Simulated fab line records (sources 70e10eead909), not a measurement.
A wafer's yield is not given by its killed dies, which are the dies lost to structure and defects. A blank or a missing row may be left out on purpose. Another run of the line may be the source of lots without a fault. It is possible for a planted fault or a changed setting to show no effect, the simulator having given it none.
Which tool is to blame? :: flow nand harc :: 36 wafers from 12 lots sampled at 5 of the route's 1302 steps

WHAT EACH GAUGE READ, for each wafer
NHARC_P_STI_CD_MEAS_16.
lot: L435
measured: day 2 21:22
on: cd sem-03
cd nm (nm): 195 193 194

lot: L436
measured: day 3 07:42
on: cd sem-02
cd nm (nm): 201 196 201

lot: L439
measured: day 4 13:31
on: cd sem-01
cd nm (nm): 199 199 205

lot: L442
measured: day 5 18:04
on: cd sem-03
cd nm (nm): 199 198 193

lot: L443
measured: day 6 05:08
on: cd sem-03
cd nm (nm): 201 198 197

lot: L445
measured: day 7 02:57
on: cd sem-02
cd nm (nm): 192 194 196

lot: L447
measured: day 7 19:31
on: cd sem-01
cd nm (nm): 201 203 199

lot: L448
measured: day 8 05:59
on: cd sem-01
cd nm (nm): 198 195 195

lot: L449
measured: day 8 15:23
on: cd sem-03
cd nm (nm): 197 195 200

lot: L455
measured: day 11 03:59
on: cd sem-02
cd nm (nm): 204 206 206

lot: L456
measured: day 11 14:08
on: cd sem-03
cd nm (nm): 195 201 197

lot: L458
measured: day 12 10:52
on: cd sem-02
cd nm (nm): 201 197 205

NHARC_P_GATE_CD_MEAS_26: target cd 120 nm.
lot: L435
measured: day 5 03:11
on: cd sem-03
cd nm (nm): 118.7 119.9 119.6

lot: L436
measured: day 5 08:37
on: cd sem-01
cd nm (nm): 119.2 119.1 120.8

lot: L439
measured: day 6 17:27
on: cd sem-02
cd nm (nm): 119.5 118.9 119.3

lot: L442
measured: day 8 03:43
on: cd sem-01
cd nm (nm): 118.1 118.7 118.9

lot: L443
measured: day 8 08:56
on: cd sem-02
cd nm (nm): 119.9 120.2 118.5

lot: L445
measured: day 9 07:13
on: cd sem-01
cd nm (nm): 119.7 120.2 119.6

lot: L447
measured: day 9 19:35
on: cd sem-01
cd nm (nm): 119.1 118.9 118.7

lot: L448
measured: day 10 10:00
on: cd sem-02
cd nm (nm): 119.3 119.2 119.5

lot: L449
measured: day 11 05:16
on: cd sem-02
cd nm (nm): 119.7 118.9 118.5

lot: L455
measured: day 13 14:13
on: cd sem-01
cd nm (nm): 118.7 118.5 118.1

lot: L456
measured: day 13 18:10
on: cd sem-01
cd nm (nm): 119.1 120.3 120.2

lot: L458
measured: day 14 16:31
on: cd sem-02
cd nm (nm): 119.5 119.3 118.9

NHARC_P_GATE_CD_MEAS_46: target cd 720 nm.
lot: L435
measured: day 5 17:19
on: cd sem-03
cd nm (nm): 714.7 720.7 717.4

lot: L436
measured: day 5 20:31
on: cd sem-01
cd nm (nm): 717.5 720.3 717.2

lot: L439
measured: day 7 07:43
on: cd sem-02
cd nm (nm): 722.6 718.1 719.6

lot: L442
measured: day 8 16:02
on: cd sem-01
cd nm (nm): 722.1 722.0 722.0

lot: L443
measured: day 8 20:52
on: cd sem-03
cd nm (nm): 718.0 719.1 718.4

lot: L445
measured: day 9 19:23
on: cd sem-01
cd nm (nm): 720.7 722.0 722.4

lot: L447
measured: day 10 10:44
on: cd sem-02
cd nm (nm): 723.0 719.7 719.2

lot: L448
measured: day 10 21:53
on: cd sem-01
cd nm (nm): 692.9 696.0 696.9

lot: L449
measured: day 11 19:28
on: cd sem-02
cd nm (nm): 691.5 696.3 694.0

lot: L455
measured: day 14 02:13
on: cd sem-03
cd nm (nm): 720.3 720.2 722.2

lot: L456
measured: day 14 06:07
on: cd sem-02
cd nm (nm): 720.9 717.5 714.2

lot: L458
measured: day 15 04:26
on: cd sem-02
cd nm (nm): 721.6 723.0 721.6

TOOL THAT RAN EACH LOT (tool first, then ch and the chambers of the sampled wafers, then the start)
lot: L435
NHARC_P_STI_DESCUM_14: rie diel-03 ch 0,1, day 2 20:56
NHARC_P_GATE_EXPOSE_43: krf scanner-04 ch 0, day 5 17:09

lot: L436
NHARC_P_STI_DESCUM_14: rie diel-08 ch 1,3, day 3 07:15
NHARC_P_GATE_EXPOSE_43: krf scanner-04 ch 0, day 5 20:22

lot: L439
NHARC_P_STI_DESCUM_14: rie diel-09 ch 1,2, day 4 13:05
NHARC_P_GATE_EXPOSE_43: krf scanner-03 ch 0, day 7 07:34

lot: L442
NHARC_P_STI_DESCUM_14: rie diel-09 ch 1,2, day 5 17:37
NHARC_P_GATE_EXPOSE_43: krf scanner-03 ch 0, day 8 15:53

lot: L443
NHARC_P_STI_DESCUM_14: rie diel-09 ch 1,2,3, day 6 04:41
NHARC_P_GATE_EXPOSE_43: krf scanner-03 ch 0, day 8 20:43

lot: L445
NHARC_P_STI_DESCUM_14: rie diel-08 ch 0,2,3, day 7 02:30
NHARC_P_GATE_EXPOSE_43: krf scanner-04 ch 0, day 9 19:13

lot: L447
NHARC_P_STI_DESCUM_14: rie diel-08 ch 0,1,3, day 7 19:05
NHARC_P_GATE_EXPOSE_43: krf scanner-04 ch 0, day 10 10:34

lot: L448
NHARC_P_STI_DESCUM_14: rie diel-08 ch 0,2,3, day 8 05:34
NHARC_P_GATE_EXPOSE_43: krf scanner-04 ch 0, day 10 21:44

lot: L449
NHARC_P_STI_DESCUM_14: rie diel-03 ch 0,1, day 8 14:57
NHARC_P_GATE_EXPOSE_43: krf scanner-04 ch 0, day 11 19:18

lot: L455
NHARC_P_STI_DESCUM_14: rie diel-09 ch 0,1,2, day 11 03:34
NHARC_P_GATE_EXPOSE_43: krf scanner-03 ch 0, day 14 02:04

lot: L456
NHARC_P_STI_DESCUM_14: rie diel-09 ch 0,1,2, day 11 13:42
NHARC_P_GATE_EXPOSE_43: krf scanner-02 ch 0, day 14 05:57

lot: L458
NHARC_P_STI_DESCUM_14: rie diel-08 ch 0,1,3, day 12 10:26
NHARC_P_GATE_EXPOSE_43: krf scanner-03 ch 0, day 15 04:16
- NHARC_P_STI_DESCUM_14: chemistry O2, time 3 s.
- NHARC_P_GATE_EXPOSE_43: exposes mask P NSD, target cd 720 nm.

AS READ BY THE TOOLS THEMSELVES (means over the sampled wafers that have a number; for cases with no such wafer, the mark the record gives instead)
NHARC_P_STI_DESCUM_14.
lot: L435
tool: rie diel-03
drypump motor current A (A): 6.33
oes product au (a.u.): 1.005
rf vpp V (V): 56.3
showerhead plenum p Torr (Torr): 1.91
throttle valve pct (%): 11.310

lot: L436
tool: rie diel-08
drypump motor current A (A): 5.61
oes product au (a.u.): 1.003
rf vpp V (V): 57.1
showerhead plenum p Torr (Torr): 1.88
throttle valve pct (%): 11.306

lot: L439
tool: rie diel-09
drypump motor current A (A): 5.92
oes product au (a.u.): 1.003
rf vpp V (V): 57.4
showerhead plenum p Torr (Torr): 1.92
throttle valve pct (%): 11.320

lot: L442
tool: rie diel-09
drypump motor current A (A): 5.78
oes product au (a.u.): 1.006
rf vpp V (V): 57.2
showerhead plenum p Torr (Torr): 1.97
throttle valve pct (%): 11.316

lot: L443
tool: rie diel-09
drypump motor current A (A): 5.94
oes product au (a.u.): 1.007
rf vpp V (V): 58.6
showerhead plenum p Torr (Torr): 1.91
throttle valve pct (%): 11.308

lot: L445
tool: rie diel-08
drypump motor current A (A): 5.87
oes product au (a.u.): 0.994
rf vpp V (V): 57.1
showerhead plenum p Torr (Torr): 1.84
throttle valve pct (%): 11.311

lot: L447
tool: rie diel-08
drypump motor current A (A): 5.77
oes product au (a.u.): 0.995
rf vpp V (V): 56.7
showerhead plenum p Torr (Torr): 1.87
throttle valve pct (%): 11.309

lot: L448
tool: rie diel-08
drypump motor current A (A): 5.88
oes product au (a.u.): 0.995
rf vpp V (V): 57.3
showerhead plenum p Torr (Torr): 1.84
throttle valve pct (%): 11.314

lot: L449
tool: rie diel-03
drypump motor current A (A): 6.02
oes product au (a.u.): 0.986
rf vpp V (V): 57.6
showerhead plenum p Torr (Torr): 1.86
throttle valve pct (%): 11.297

lot: L455
tool: rie diel-09
drypump motor current A (A): 5.89
oes product au (a.u.): 0.998
rf vpp V (V): 58.3
showerhead plenum p Torr (Torr): 1.89
throttle valve pct (%): 11.305

lot: L456
tool: rie diel-09
drypump motor current A (A): 5.90
oes product au (a.u.): 0.993
rf vpp V (V): 57.7
showerhead plenum p Torr (Torr): 1.89
throttle valve pct (%): 11.310

lot: L458
tool: rie diel-08
drypump motor current A (A): 5.76
oes product au (a.u.): 0.986
rf vpp V (V): 57.7
showerhead plenum p Torr (Torr): 1.87
throttle valve pct (%): 11.312

NHARC_P_GATE_EXPOSE_43.
lot: L435
tool: krf scanner-04
exposure dose mJ cm2: 14.834

lot: L436
tool: krf scanner-04
exposure dose mJ cm2: 14.816

lot: L439
tool: krf scanner-03
exposure dose mJ cm2: 14.805

lot: L442
tool: krf scanner-03
exposure dose mJ cm2: 14.806

lot: L443
tool: krf scanner-03
exposure dose mJ cm2: 14.829

lot: L445
tool: krf scanner-04
exposure dose mJ cm2: 14.798

lot: L447
tool: krf scanner-04
exposure dose mJ cm2: 14.821

lot: L448
tool: krf scanner-04
exposure dose mJ cm2: 12.926

lot: L449
tool: krf scanner-04
exposure dose mJ cm2: 12.922

lot: L455
tool: krf scanner-03
exposure dose mJ cm2: 14.811

lot: L456
tool: krf scanner-02
exposure dose mJ cm2: 14.791

lot: L458
tool: krf scanner-03
exposure dose mJ cm2: 14.819

THE ANSWER, worked out from the rows above alone
Rule: what is usual is taken from the lots themselves. Put in order of their means at a reading, lots are off if they are a third of the lots or fewer, leave a main group of 4 or more, and stand apart from it by a gap of 3 or more times the standard deviation of the main group's means; of several such gaps the widest counts. A main group is skipped when, at the precision printed for the reading in the tables above, its means are all equal. Also off: a lot with no number at a reading for which 4 or more lots have one. The other lots that the step has rows for count as sound. First the gauges in route order, then the tools' own readings, where a lot's mean is used as printed above. The first step at which some lot is off is used, and at that step the reading that is off furthest; a lot without a number counts as furthest.
Off: L448, L449 (NHARC_P_GATE_CD_MEAS_46, cd nm). Main group: mean 719.9 nm, sd 1.7.
A tool fits if, at a process step before that reading, it ran every lot that is off, and no sound lot after the first of them. The gauges at NHARC_P_GATE_CD_MEAS_46 aren't tried: what is off there is off at NHARC_P_GATE_EXPOSE_43 too, on other tools, and a gauge's error can't cause that. One candidate fits, namely krf scanner-04 at NHARC_P_GATE_EXPOSE_43. A fault onset in the window from L447 (day 10 10:34, its last sound lot) to L448 (day 10 21:44, its first lot off) fits.
The tool's own readings at NHARC_P_GATE_EXPOSE_43 bear it out: on the lots that are off they differ by more than 5 times the standard deviation of the sound lots' means. exposure dose mJ cm2 reads 12.924 there against 14.813 on the sound lots.

WHAT THE SIMULATOR HAD INSERTED
Process parameter drift: krf scanner-04, from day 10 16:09 on, at NHARC_P_GATE_EXPOSE_43. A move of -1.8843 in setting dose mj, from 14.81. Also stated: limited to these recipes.
Lots struck among those shown: L448, L449. The rule above found the same.
